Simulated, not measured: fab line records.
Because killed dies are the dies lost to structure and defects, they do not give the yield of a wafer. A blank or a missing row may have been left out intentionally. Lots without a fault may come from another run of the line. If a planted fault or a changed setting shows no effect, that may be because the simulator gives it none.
Chamber matching    flow nand-harc    NHARC_A_SLIT_DESCUM_14 on rie-diel-05: 4 sister chambers
The step chemistry O2, time 3 s. 4 wafers are shown with their chamber, then 10 later ones without.

## WAFERS PAIRED WITH THEIR CHAMBERS
wafer   chamber  showerhead-plenum-p-Torr (Torr)
L858.4  3        1.90
L863.1  0        1.82
L870.2  2        1.88
L870.5  1        1.92

## WAFERS MISSING THEIR CHAMBER
wafer   showerhead-plenum-p-Torr (Torr)
L870.6  1.82
L873.1  1.88
L873.5  1.89
L873.6  1.88
L874.1  1.82
L874.2  1.89
L874.3  1.92
L875.3  1.92
L875.4  1.88
L875.6  1.89

## EACH ONE'S CHAMBER
wafer   from the rows above      in truth
L870.6  0                        0
L873.1  2                        2
L873.5  can't be placed: 2 or 3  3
L873.6  2                        2
L874.1  0                        0
L874.2  can't be placed: 2 or 3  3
L874.3  1                        1
L875.3  1                        1
L875.4  2                        2
L875.6  can't be placed: 2 or 3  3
Correctly placed: 7 of 10. Unplaceable from these rows: 3, with the true chamber sitting among the candidates in 3. Placed wrongly: 0.
How it was worked out, from the rows above alone: a wafer's distance from a chamber is the root of the sum, over the readings, of the square of ((its reading less the chamber's mean) divided by the reading's scatter). The wafer belongs to the nearest chamber; if the next one is less than 2 further off, it can't be placed. Each chamber's mean is taken over the wafers shown for it. The scatter (one wafer shown for each chamber): square how far every hidden wafer sits from the nearest shown wafer, average those squares and take the square root.
